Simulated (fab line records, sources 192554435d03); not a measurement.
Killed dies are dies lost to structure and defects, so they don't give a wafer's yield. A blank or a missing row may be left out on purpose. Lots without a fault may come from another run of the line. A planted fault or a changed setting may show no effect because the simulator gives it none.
Which tool did it? | flow n5_finfet | 10 lots, 28 wafers sampled, at 6 steps of a route of 1938

WHAT THE GAUGES READ, wafer by wafer
N5_BEOL_M13_THK_MEAS_50: measures by xrf. Usual: M13_THK 415 nm, standard deviation 5.9.
lot  | measured     | on            | M13_THK (nm) | flag
L444 | day 11 08:08 | film_metro-01 | 412 405 404  |
L443 | day 11 14:31 | film_metro-02 | 424 426 420  |
L450 | day 12 14:56 | film_metro-02 | 412 418 414  |
L451 | day 12 19:03 | film_metro-01 | 411 414 412  |
L457 | day 14 08:29 | film_metro-02 | 413 415 411  |
L458 | day 14 17:35 | film_metro-02 | 422 414 420  |
L462 | day 15 10:53 | film_metro-01 | 430 423      |
L461 | day 15 20:01 | film_metro-02 | 412 403 416  |
L465 | day 16 07:27 | film_metro-01 | 422 417      |
L466 | day 16 16:26 | film_metro-02 | 415 417 417  |

N5_BEOL_M14_THK_MEAS_01. Usual: M14_ILD_THK 1121 nm, standard deviation 17.
lot  | measured     | on            | M14_ILD_THK (nm) | flag
L444 | day 11 08:31 | film_metro-01 | 1130 1094 1144   |
L443 | day 11 14:53 | film_metro-01 | 1103 1115 1138   |
L450 | day 12 15:19 | film_metro-02 | 2070 2086 1128   | OFF
L451 | day 12 19:26 | film_metro-02 | 2072 2057 1121   | OFF
L457 | day 14 08:52 | film_metro-02 | 1122 1106 1121   |
L458 | day 14 17:58 | film_metro-01 | 1105 1095 1148   |
L462 | day 15 11:17 | film_metro-01 | 1099 1114        |
L461 | day 15 20:25 | film_metro-01 | 1120 1100 1123   |
L465 | day 16 07:55 | film_metro-01 | 1090 1115        |
L466 | day 16 16:49 | film_metro-01 | 1120 1123 1143   |

N5_BEOL_M14_CD_MEAS_17: target cd 250 nm. Usual: cd_nm 249.9 nm, standard deviation 1.7.
lot  | measured     | on        | cd_nm (nm)        | flag
L444 | day 11 09:28 | cd_sem-02 | 247.6 246.1 250.0 |
L443 | day 11 15:43 | cd_sem-02 | 249.5 252.4 252.9 |
L450 | day 12 16:15 | cd_sem-03 | 256.3 256.3 250.1 |
L451 | day 12 20:45 | cd_sem-01 | 261.1 257.4 249.8 | OFF
L457 | day 14 09:41 | cd_sem-01 | 253.7 252.8 251.1 |
L458 | day 14 18:49 | cd_sem-02 | 249.6 251.1 249.7 |
L462 | day 15 12:07 | cd_sem-02 | 249.7 249.7       |
L461 | day 15 21:22 | cd_sem-03 | 249.9 249.6 251.8 |
L465 | day 16 08:44 | cd_sem-03 | 247.6 249.2       |
L466 | day 16 17:58 | cd_sem-02 | 248.2 248.8 250.3 |

WHICH TOOL RAN EACH LOT (tool, then ch and the chambers of the sampled wafers, then the start)
lot  | N5_BEOL_M13_STRIP_37                 | N5_BEOL_M13_CMP_49            | N5_BEOL_M14_ILD_DEP_00
L444 | plasma_asher-02 ch 0,1, day 11 05:56 | cmp-03 ch 1,2, day 11 07:50   | pecvd-03 ch 0,1, day 11 08:19
L443 | plasma_asher-02 ch 0,1, day 11 10:49 | cmp-04 ch 1,2, day 11 14:13   | pecvd-02 ch 0,1,2, day 11 14:42
L450 | plasma_asher-02 ch 0,1, day 12 12:23 | cmp-03 ch 1,2,3, day 12 14:39 | pecvd-04 ch 0,1,2, day 12 15:08
L451 | plasma_asher-01 ch 0,1, day 12 17:12 | cmp-02 ch 0,2,3, day 12 18:48 | pecvd-04 ch 0,1, day 12 19:14
L457 | plasma_asher-01 ch 0,1, day 14 05:08 | cmp-02 ch 0,1,3, day 14 08:14 | pecvd-03 ch 0,1, day 14 08:41
L458 | plasma_asher-01 ch 0,1, day 14 14:19 | cmp-02 ch 0,3, day 14 17:18   | pecvd-03 ch 0,1,2, day 14 17:47
L462 | plasma_asher-01 ch 0,1, day 15 08:35 | cmp-04 ch 0,2, day 15 10:36   | pecvd-02 ch 0,2, day 15 11:05
L461 | plasma_asher-02 ch 0,1, day 15 15:10 | cmp-04 ch 1,2, day 15 19:43   | pecvd-02 ch 0,1,2, day 15 20:13
L465 | plasma_asher-02 ch 1, day 16 05:03   | cmp-03 ch 2, day 16 07:10     | pecvd-02 ch 2, day 16 07:38
L466 | plasma_asher-02 ch 1, day 16 14:46   | cmp-04 ch 1,2, day 16 16:08   | pecvd-04 ch 1,2, day 16 16:38
- N5_BEOL_M13_STRIP_37: strips in N2/H2.
- N5_BEOL_M13_CMP_49: polishes, stops on SiOC, t overpolish 17.1 s, target thk 420 nm.
- N5_BEOL_M14_ILD_DEP_00: deposits SiO2 from TEOS/O2, target thk 1119.3 nm, time 237.4 s.

WHAT THE TOOLS THEMSELVES READ (means of the sampled wafers that have a number; where no wafer has one, the mark that the record gives instead)
N5_BEOL_M13_STRIP_37. Usual: drypump_motor_current_A 5.59 A, standard deviation 0.3; heater_power_w 375 W, standard deviation 22; oes_product_au 0.785 a.u., standard deviation 0.01.
lot  | tool            | drypump_motor_current_A (A) | heater_power_w (W) | oes_product_au (a.u.) | flag
L444 | plasma_asher-02 | 5.84                        | 366                | 0.785                 |
L443 | plasma_asher-02 | 5.80                        | 357                | 0.782                 |
L450 | plasma_asher-02 | 5.85                        | 377                | 0.797                 |
L451 | plasma_asher-01 | 5.27                        | 395                | 0.770                 |
L457 | plasma_asher-01 | 5.29                        | 392                | 0.786                 |
L458 | plasma_asher-01 | 5.28                        | 390                | 0.783                 |
L462 | plasma_asher-01 | 5.38                        | 381                | 0.773                 |
L461 | plasma_asher-02 | 5.82                        | 367                | 0.799                 |
L465 | plasma_asher-02 | 5.71                        | 346                | 0.795                 |
L466 | plasma_asher-02 | 5.71                        | 348                | 0.784                 |

N5_BEOL_M13_CMP_49. Usual: barrier_field_endpoint_s 30.6 s, standard deviation 0.75; motor_current_A 6.0 A, standard deviation 0.53; overpolish_run_s 17.100 s, standard deviation 0.0094; pad_life_wafers 1068, standard deviation 520; slurry_filter_dp_kPa 13.51 kPa, standard deviation 0.14.
lot  | tool   | barrier_field_endpoint_s (s) | motor_current_A (A) | overpolish_run_s (s) | pad_life_wafers | slurry_filter_dp_kPa (kPa) | flag
L444 | cmp-03 | 30.2                         | 6.2                 | 17.095               | 492             | 13.51                      |
L443 | cmp-04 | 31.8                         | 5.5                 | 17.107               | 1536            | 13.64                      |
L450 | cmp-03 | 30.0                         | 6.4                 | 17.111               | 781             | 13.59                      |
L451 | cmp-02 | 29.6                         | 5.7                 | 17.103               | 842             | 13.50                      |
L457 | cmp-02 | 30.3                         | 6.1                 | 17.102               | 1196            | 13.57                      |
L458 | cmp-02 | 30.4                         | 5.9                 | 17.102               | 1286            | 13.56                      |
L462 | cmp-04 | 30.6                         | 5.1                 | 17.099               | 85              | 13.48                      |
L461 | cmp-04 | 31.9                         | 5.6                 | 17.102               | 168             | 13.65                      |
L465 | cmp-03 | 30.4                         | 6.3                 | 17.110               | 1494            | 13.50                      |
L466 | cmp-04 | 30.3                         | 5.3                 | 17.101               | 320             | 13.48                      |

N5_BEOL_M14_ILD_DEP_00. Usual: heater_power_w 560 W, standard deviation 80; run_length_s 280.6 s, standard deviation 0.6; showerhead_plenum_p_Torr 8.344 Torr, standard deviation 0.028; throttle_valve_pct 18.4 %, standard deviation 0.75.
lot  | tool     | heater_power_w (W) | run_length_s (s) | showerhead_plenum_p_Torr (Torr) | throttle_valve_pct (%) | flag
L444 | pecvd-03 | 607                | 281.1            | 8.335                           | 18.1                   |
L443 | pecvd-02 | 495                | 280.7            | 8.351                           | 18.9                   |
L450 | pecvd-04 | 587                | 418.6            | 8.335                           | 18.6                   | OFF
L451 | pecvd-04 | 583                | 418.7            | 8.376                           | 18.8                   | OFF
L457 | pecvd-03 | 595                | 280.8            | 8.337                           | 17.9                   |
L458 | pecvd-03 | 536                | 280.2            | 8.344                           | 17.9                   |
L462 | pecvd-02 | 560                | 280.8            | 8.345                           | 19.1                   |
L461 | pecvd-02 | 507                | 280.3            | 8.331                           | 18.9                   |
L465 | pecvd-02 | 499                | 280.7            | 8.334                           | 18.3                   |
L466 | pecvd-04 | 598                | 280.6            | 8.318                           | 18.3                   |

THE ANSWER, worked out from the rows above alone
Rule: a lot is off if the mean of its wafers that have a number lies more than 3 standard deviations from the usual mean. A lot without any number at a reading at which 4 lots or more have one is off too. The other lots that the step has rows for count as sound. The gauges are gone through in route order, then the tools' own readings, and for those a lot's mean is taken as printed above. The first step at which some lot is off is used, and at that step the reading that is off furthest; a lot without a number counts as furthest.
Off: L450, L451, at N5_BEOL_M14_THK_MEAS_01 (M14_ILD_THK).
A tool fits if, at a process step before that reading, it ran every lot that is off, and no sound lot after the first of them. The gauges at N5_BEOL_M14_THK_MEAS_01 aren't tried: what is off there is off at N5_BEOL_M14_ILD_DEP_00 too, on other tools, and a gauge's error can't cause that. None of those tried fits.

WHAT THE SIMULATOR HAD PUT IN
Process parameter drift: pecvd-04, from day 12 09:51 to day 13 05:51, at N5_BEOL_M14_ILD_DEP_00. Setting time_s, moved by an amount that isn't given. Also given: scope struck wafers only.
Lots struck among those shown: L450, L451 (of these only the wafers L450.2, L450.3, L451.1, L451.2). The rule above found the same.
